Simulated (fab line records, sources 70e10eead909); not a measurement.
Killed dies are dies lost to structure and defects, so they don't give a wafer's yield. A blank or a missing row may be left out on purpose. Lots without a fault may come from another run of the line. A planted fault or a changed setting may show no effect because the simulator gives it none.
fab line records | flow nand_harc
record lots=15 wafers=45 last_day=33
route steps=1302 shown A_CHANNEL_HOLE_D1@483 A_CHANNEL_FILL_D1@499
lots that met no fault: from a run of the same line without faults
start_h: hours from the record's first day to the start of the lot's first wafer shown | wait_h: hours since the lot's step before | " the same as in the row above | L1.1+2: a row that stands for several wafers | - no value, or no start given | * or withheld: withheld | < > ~ a bound
route shown NAME@n: a module of which the file shows steps, and the number in the route of the first | usual: mean/standard deviation of fault-free wafers | same: alike in all rows | chamber/n: place in a boat | sites: the reading at each site | _std_site: their standard deviation | _edge_site: outer sites' mean less inner sites' | radius_mm: how far each site lies from the wafer's centre | mask NAME#n: copy n | behind: the tool/chamber that last shaped the wafer | hold: why the lot was held/for how many hours/how that ended | device: the transistor (n, p or np) that didn't switch | end of line: the same wafers' tests at the end of the route | a step without rows: its recipe alone | killed: dies lost to structure and defects at the first sort, not the wafer's yield | map: a wafer's dies, x killed, . not, _ none there
set.NAME: the setting as run; set.NAME@STEP: as run at that earlier step | model.NAME: the simulator's own value behind a step, which no gauge read
steps of the route over a sample of lots; a table a step, a row a wafer
services: from which hour (start_h, from the record's first day; less than 0 if before it) a tool's chamber was out of use, for how many hours, and why
## steps
# step NHARC_A_CHANNEL_HOLE_D1_ETCH_44
# recipe target_depth_a=1400 overetch_a=140 time_s=77 ion_energy_ev=100 cf4_flow_sccm=80 o2_flow_sccm=20 ar_flow_sccm=0 rf_w=300 bias_w=100 chemistry=CF4/O2
# usual drypump_motor_current_A=5.93/0.25 oes_product_au=0.997/0.0089 rf_vpp_V=198.0/1.2 showerhead_plenum_p_Torr=1.34/0.041 throttle_valve_pct=13.397/0.009
# columns lot.wafer tool chamber start_h wait_h drypump_motor_current_A oes_product_au rf_hours_counter_h rf_vpp_V showerhead_plenum_p_Torr throttle_valve_pct
L188.1 rie_diel-06 0 196.65 0.0 6.16 1.012 4 197.2 1.36 13.407
L188.5 " 0 " " 6.16 1.012 - 198.1 1.36 13.402
L188.6 " 1 " " 6.00 0.993 - 198.2 1.34 13.403
L190.3 rie_diel-02 3 212.68 0.1 5.78 0.984 47 196.7 1.23 13.390
L190.6 " 3 " " 5.75 0.988 - 195.9 1.23 13.401
L190.5 " 0 " " 5.63 0.994 - 198.1 1.35 13.400
L192.1 rie_diel-06 0 229.15 0.1 6.17 0.992 7 199.1 1.36 13.397
L192.5 " 3 " " 5.92 0.998 - 197.7 1.35 13.389
L192.4 " 2 " " 5.72 0.983 - 197.6 1.33 13.402
L193.2 rie_diel-06 3 230.35 0.1 5.92 1.007 8 198.4 1.35 13.374
L193.1 " 0 " " 6.14 1.002 7 198.2 1.36 13.403
L193.5 " 0 " " 6.17 1.005 - 196.1 1.36 13.399
L194.4 rie_diel-06 0 241.39 0.1 6.13 0.997 8 198.6 1.36 13.401
L194.3 " 1 " " 5.98 0.993 8 197.2 1.34 13.389
L194.2 " 2 " " 5.69 0.994 10 198.6 1.33 13.388
L198.2 rie_diel-06 2 287.73 0.1 5.68 0.988 15 196.8 1.33 13.402
L198.3 " 0 " " 6.14 0.988 14 198.2 1.36 13.400
L198.6 " 2 " " 5.69 0.994 - 196.5 1.33 13.400
L199.6 rie_diel-06 0 297.50 0.1 6.13 0.985 - 199.1 1.36 13.399
L199.5 " 1 " " 6.03 0.998 - 197.4 1.34 13.415
L199.4 " 3 " " 5.91 0.998 - 198.2 1.34 13.399
L201.4 rie_diel-03 0 308.15 0.3 6.38 1.011 8 196.4 1.28 13.399
L201.3 " 3 " " 6.25 0.997 7 198.2 1.31 13.396
L201.5 " 0 " " 6.36 1.002 - 195.7 1.28 13.396
L200.3 rie_diel-02 2 309.27 0.1 5.54 1.003 26 197.3 1.30 13.396
L200.5 " 3 " " 5.76 0.993 - 201.9 1.44 13.400
L200.6 " 0 " " 5.64 0.997 - 197.7 1.34 13.392
L206.4 rie_diel-03 2 365.46 0.1 6.70 0.997 30 200.1 1.44 13.396
L206.3 " 0 " " 6.36 1.003 28 198.0 1.28 13.392
L206.6 " 3 " " 6.26 0.996 - 197.3 1.31 13.402
L207.3 rie_diel-06 1 373.94 0.1 6.00 1.009 5 196.8 1.34 13.405
L207.2 " 2 " " 5.73 1.013 4 198.8 1.33 13.389
L207.1 " 3 " " 5.91 0.999 5 197.7 1.34 13.397
L209.1 rie_diel-06 1 399.49 0.1 5.99 1.000 7 197.4 1.34 13.395
L209.4 " 2 " " 5.70 0.995 6 198.4 1.33 13.411
L209.2 " 3 " " 5.93 0.989 7 199.2 1.34 13.400
L208.4 rie_diel-06 1 400.17 0.1 5.98 1.001 7 197.9 1.34 13.408
L208.6 " 0 " " 6.18 0.993 - 198.6 1.35 13.394
L208.5 " 1 " " 5.99 1.004 - 198.7 1.34 13.400
L210.4 rie_diel-06 0 416.97 0.1 6.17 0.985 8 197.6 1.35 13.396
L210.3 " 2 " " 5.72 1.007 7 198.4 1.33 13.403
L210.5 " 0 " " 6.17 0.989 - 198.3 1.36 13.391
L211.4 rie_diel-02 2 419.20 0.0 5.55 0.994 6 196.6 1.30 13.393
L211.6 " 2 " " 5.54 1.006 - 198.6 1.30 13.394
L211.5 " 3 " " 5.79 0.984 - 199.3 1.43 13.390
# step NHARC_A_CHANNEL_FILL_D1_ETCHBACK_19
# recipe target_depth_a=50 time_s=1.7 hbr_flow_sccm=150 cl2_flow_sccm=50 rf_w=400 icp_w=400 bias_w=100 chemistry=HBr/Cl2
# usual drypump_motor_current_A=5.8/0.38 mfc_cl2_sccm=49.97/0.13 oes_product_au=1.002/0.011 throttle_valve_pct=26.407/0.009
# columns lot.wafer tool chamber start_h wait_h drypump_motor_current_A mfc_cl2_sccm oes_product_au rf_hours_counter_h throttle_valve_pct
L188.1 rie_si-05 2 222.09 0.4 5.7 50.03 1.002 0.34 26.416
L188.6 " 1 " " 5.8 49.80 0.992 - 26.410
L188.5 " 2 " " 5.7 50.02 1.004 - 26.403
L190.3 rie_si-05 2 238.92 0.4 5.7 50.11 1.003 0.48 26.416
L190.6 " 2 " " 5.7 49.87 0.999 - 26.406
L190.5 " 3 " " 6.4 50.01 1.003 - 26.405
L192.4 rie_si-03 2 255.01 0.4 6.2 49.75 0.988 0.15 26.416
L192.1 " 0 " " 5.9 50.15 1.014 0.14 26.412
L192.5 " 2 " " 6.2 49.95 0.984 - 26.412
L193.1 rie_si-02 0 255.03 0.4 5.5 49.91 1.005 0.93 26.430
L193.2 " 1 " " 5.3 50.05 0.998 0.95 26.407
L193.5 " 3 " " 5.1 50.02 1.006 - 26.413
L194.3 rie_si-03 1 267.09 0.4 5.8 50.06 1.008 0.24 26.406
L194.4 " 2 " " 6.2 50.03 0.991 0.21 26.414
L194.2 " 3 " " 5.8 50.09 0.990 0.14 26.397
L198.3 rie_si-02 3 315.75 0.4 5.1 49.87 1.011 0.25 26.397
L198.2 " 0 " " 5.5 49.87 0.980 0.25 26.398
L198.6 " 0 " " 5.5 50.01 0.993 - 26.413
L199.4 rie_si-03 3 324.53 0.4 5.8 49.83 0.976 0.42 26.409
L199.6 " 2 " " 6.2 50.04 0.982 - 26.406
L199.5 " 3 " " 5.8 49.88 0.979 - 26.416
L201.4 rie_si-05 3 334.34 0.4 6.4 49.94 1.006 0.15 26.411
L201.3 " 1 " " 5.9 49.84 0.993 0.23 26.414
L201.5 " 0 " " 5.5 49.82 1.020 - 26.415
L200.3 rie_si-02 2 334.37 0.4 6.2 49.90 1.017 0.28 26.408
L200.5 " 1 " " 5.3 50.01 0.983 - 26.428
L200.6 " 2 " " 6.2 49.96 1.022 - 26.408
L206.3 rie_si-05 2 390.68 0.4 5.7 50.11 1.016 0.41 26.401
L206.4 " 3 " " 6.4 50.14 0.992 0.49 26.408
L206.6 " 1 " " 5.9 49.97 0.990 - 26.396
L207.3 rie_si-02 0 405.35 0.4 5.5 49.84 1.001 0.78 26.407
L207.2 " 2 " " 6.2 49.86 1.022 0.53 26.395
L207.1 " 3 " " 5.1 50.32 1.019 0.74 26.409
L209.2 rie_si-03 2 425.08 0.4 6.3 50.14 0.991 0.05 26.411
L209.1 " 0 " " 5.9 49.93 1.006 0.06 26.435
L209.4 " 1 " " 5.9 49.97 1.005 0.05 26.414
L208.4 rie_si-05 3 425.12 0.4 6.4 49.98 1.008 0.67 26.420
L208.6 " 0 " " 5.5 49.68 1.011 - 26.419
L208.5 " 1 " " 5.9 50.03 0.997 - 26.400
L210.3 rie_si-03 2 443.44 0.4 6.2 49.96 0.992 0.23 26.410
L210.4 " 1 " " 5.8 49.76 0.998 0.24 26.381
L210.5 " 2 " " 6.2 49.76 0.991 - 26.409
L211.4 rie_si-02 1 443.47 0.4 5.3 50.08 1.004 0.95 26.424
L211.6 " 3 " " 5.1 49.66 1.009 - 26.418
L211.5 " 0 " " 5.4 50.20 1.007 - 26.414
# step NHARC_A_CHANNEL_FILL_D1_ETCHBACK_20
# recipe target_depth_a=270 time_s=13.5 c4f8_flow_sccm=withheld o2_flow_sccm=8 ar_flow_sccm=withheld rf_w=600 bias_w=1500 chemistry=C4F8/O2/Ar
# usual oes_product_au=0.96/0.036 rf_vpp_V=975/5.5
# columns lot.wafer tool chamber start_h wait_h oes_product_au rf_hours_counter_h rf_vpp_V
L188.1 rie_diel-07 1 222.20 - 0.92 6.1 974
L188.6 " 1 " " 0.93 - 973
L188.5 " 2 " " 0.92 - 973
L190.3 rie_diel-07 0 239.06 - 0.92 6.9 976
L190.5 " 2 " " 0.92 - 972
L190.6 " 3 " " 0.92 - 989
L193.2 rie_diel-07 1 255.14 - 1.01 7.3 974
L193.1 " 2 " " 0.99 7.9 972
L193.5 " 1 " " 0.98 - 972
L192.4 rie_diel-01 2 255.15 - 1.00 3.2 975
L192.1 " 3 " " 1.01 1.9 985
L192.5 " 0 " " 1.00 - 975
L194.4 rie_diel-01 0 267.23 - 1.00 3.2 974
L194.2 " 1 " " 0.98 3.2 975
L194.3 " 2 " " 0.98 3.4 975
L198.2 rie_diel-08 3 315.88 - 0.93 5.3 969
L198.3 " 1 " " 0.92 6.2 971
L198.6 " 0 " " 0.92 - 968
L199.4 rie_diel-07 2 324.65 - 0.99 1.5 971
L199.6 " 1 " " 0.98 - 973
L199.5 " 2 " " 0.99 - 971
L201.4 rie_diel-07 1 334.47 - 0.96 1.6 973
L201.3 " 2 " " 0.97 1.8 971
L201.5 " 0 " " 0.98 - 975
L200.3 rie_diel-07 0 334.52 - 0.97 1.8 976
L200.5 " 0 " " 0.97 - 975
L200.6 " 1 " " 0.97 - 974
L206.3 rie_diel-07 1 390.80 - 0.91 4.8 973
L206.4 " 3 " " 0.93 5.2 987
L206.6 " 1 " " 0.92 - 972
L207.1 rie_diel-07 3 405.47 - 0.95 5.6 987
L207.3 " 0 " " 0.92 5.4 976
L207.2 " 1 " " 0.92 5.3 973
L209.2 rie_diel-01 2 425.22 - 1.00 2.0 974
L209.1 " 0 " " 0.99 2.3 972
L209.4 " 2 " " 1.01 - 974
L208.4 rie_diel-07 2 425.23 - 0.92 6.4 970
L208.6 " 0 " " 0.93 - 975
L208.5 " 1 " " 0.91 - 973
L210.3 rie_diel-08 3 443.57 - 1.01 2.6 969
L210.4 " 0 " " 1.00 2.7 968
L210.5 " 0 " " 1.00 - 967
L211.4 rie_diel-07 2 443.58 - 1.00 6.9 972
L211.6 " 1 " " 0.99 - 971
L211.5 " 2 " " 1.00 - 970
# step NHARC_A_CHANNEL_FILL_D1_ALD_25
# recipe target_thk_a=600 pulse_time_s=10 ald_cycles=600 temp_c=300 material=SiOx
# usual ald_cycles=600/0 heater_power_outer_w=262/27 heater_power_w=463/40 precursor_pulse_height_rel=1.000/0.021
# columns lot.wafer tool chamber start_h wait_h ald_cycles heater_power_outer_w heater_power_w precursor_pulse_height_rel
L188.1 ald_hk-03 3 237.82 1.3 600 289 520 1.028
L188.6 " 1 239.05 2.5 600 242 496 1.010
L188.5 " 2 " " 600 266 449 1.051
L190.3 ald_hk-04 3 254.22 0.1 600 307 524 0.999
L190.6 " 3 256.69 2.5 600 320 511 1.014
L190.5 " 0 " " 600 259 441 1.003
L193.1 ald_hk-03 1 266.96 0.1 600 242 490 0.949
L193.2 " 2 " " 600 267 447 1.032
L193.5 " 2 270.01 3.1 600 271 451 1.002
L192.1 ald_hk-02 3 267.57 0.7 600 210 387 0.980
L192.4 " 1 268.80 1.9 600 234 433 0.979
L192.5 " 2 " " 600 260 461 0.999
L194.4 ald_hk-03 2 280.86 0.0 600 271 443 0.987
L194.2 " 3 " " 600 285 514 1.012
L194.3 " 1 282.71 1.9 600 248 482 0.973
L198.2 ald_hk-02 1 329.46 1.3 600 233 426 1.014
L198.3 " 2 " " 600 266 451 0.978
L198.6 " 3 " " 600 213 378 1.008
L199.4 ald_hk-02 2 337.25 0.7 - - - -
L199.6 " 1 339.11 2.5 - - - -
L199.5 " 2 " " - - - -
L200.3 ald_hk-03 0 347.29 1.2 - - - -
L200.5 " 3 349.16 3.0 - - - -
L200.6 " 0 " " - - - -
L201.3 ald_hk-02 3 347.38 1.3 - - - -
L201.4 " 0 " " - - - -
L201.5 " 2 349.20 3.1 - - - -
L206.3 ald_hk-03 3 407.99 1.3 600 289 525 1.016
L206.4 " 0 409.20 2.5 600 245 482 1.020
L206.6 " 3 412.84 6.1 600 295 522 0.999
L207.1 ald_hk-04 1 419.32 0.1 600 239 428 0.990
L207.2 " 2 " " 600 307 490 0.975
L207.3 " 3 " " 600 308 501 0.975
L209.4 ald_hk-03 3 437.75 0.7 600 290 496 0.978
L209.2 " 0 " " 600 245 472 1.004
L209.1 " 1 " " 600 249 489 1.010
L208.4 ald_hk-04 2 439.00 1.9 600 302 483 0.994
L208.6 " 3 " " 600 297 511 1.028
L208.5 " 0 " " 600 277 447 1.025
L210.3 ald_hk-03 1 455.64 0.1 600 257 485 0.995
L210.4 " 0 457.48 1.9 600 240 478 1.009
L210.5 " 2 458.70 3.1 600 265 444 0.972
L211.4 ald_hk-04 0 456.89 1.3 600 250 428 1.004
L211.6 " 2 458.14 2.5 600 305 482 1.020
L211.5 " 3 " " 600 319 533 1.044
## services
# columns tool chamber start_h hours kind
rie_si-03 0 175.05 9.7 repair
rie_diel-06 3 205.58 4.3 repair
rie_diel-06 - 209.55 0.4 repair
rie_si-05 0 211.53 4.1 repair
ald_hk-03 - 212.65 10.0 pm
rie_diel-06 0 218.70 2.7 repair
rie_diel-06 1 220.48 13.0 repair
rie_si-03 - 221.00 9.0 pm
rie_diel-06 1 247.78 19.7 repair
rie_si-03 - 272.13 0.3 repair
rie_si-02 - 273.48 0.4 repair
rie_si-02 - 277.00 9.0 pm
rie_si-02 0 288.93 1.8 repair
rie_diel-07 3 291.53 15.1 repair
rie_diel-07 - 294.24 9.0 pm
rie_diel-06 2 297.47 10.0 repair
rie_si-05 - 305.00 9.0 pm
rie_diel-06 1 305.94 8.7 repair
rie_diel-06 - 307.20 9.0 pm
rie_diel-06 2 323.42 19.0 repair
rie_diel-07 2 446.04 6.1 repair
rie_diel-07 - 446.50 0.3 repair
rie_diel-07 0 452.53 13.6 repair
rie_diel-06 3 457.93 9.1 repair
## key
first_sign step=NHARC_A_CHANNEL_FILL_D1_ALD_25 reading=tool_record direction=missing
effect none on later readings
met_at NHARC_A_CHANNEL_FILL_D1_ALD_25
struck_lots L199,L200,L201
later_rows_left_out L199.4,L199.5,L199.6,L200.3,L200.5,L200.6,L201.3,L201.4,L201.5
sort_left_out L199.4,L199.5,L199.6,L200.3,L200.5,L200.6,L201.3,L201.4,L201.5
tester_left_out L199,L200,L201
not_acting_at NHARC_A_CHANNEL_HOLE_D1_ETCH_44,NHARC_A_CHANNEL_FILL_D1_ETCHBACK_19,NHARC_A_CHANNEL_FILL_D1_ETCHBACK_20
onset_between 329.46 337.25
fault kind=skipped_step_whole tool=ald_hk-02,ald_hk-03 chamber=- onset_h=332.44 steps=NHARC_A_CHANNEL_FILL_D1_ALD_25 scope=struck_lots_only
# tester_left_out: of these lots the tester's yield and bins aren't shown, on N5 and GAA mostly nor the transistor test; their killed dies are dies lost to structure and defects alone, not to doping, threshold or leakage, so they don't give the yield
# sort_left_out: the simulated sort isn't trusted on such a fault, so these wafers' sort isn't shown, and their yield isn't known
# later_rows_left_out: the simulator's readings of these wafers behind a module that went badly wrong aren't trusted and aren't shown, but for the sort
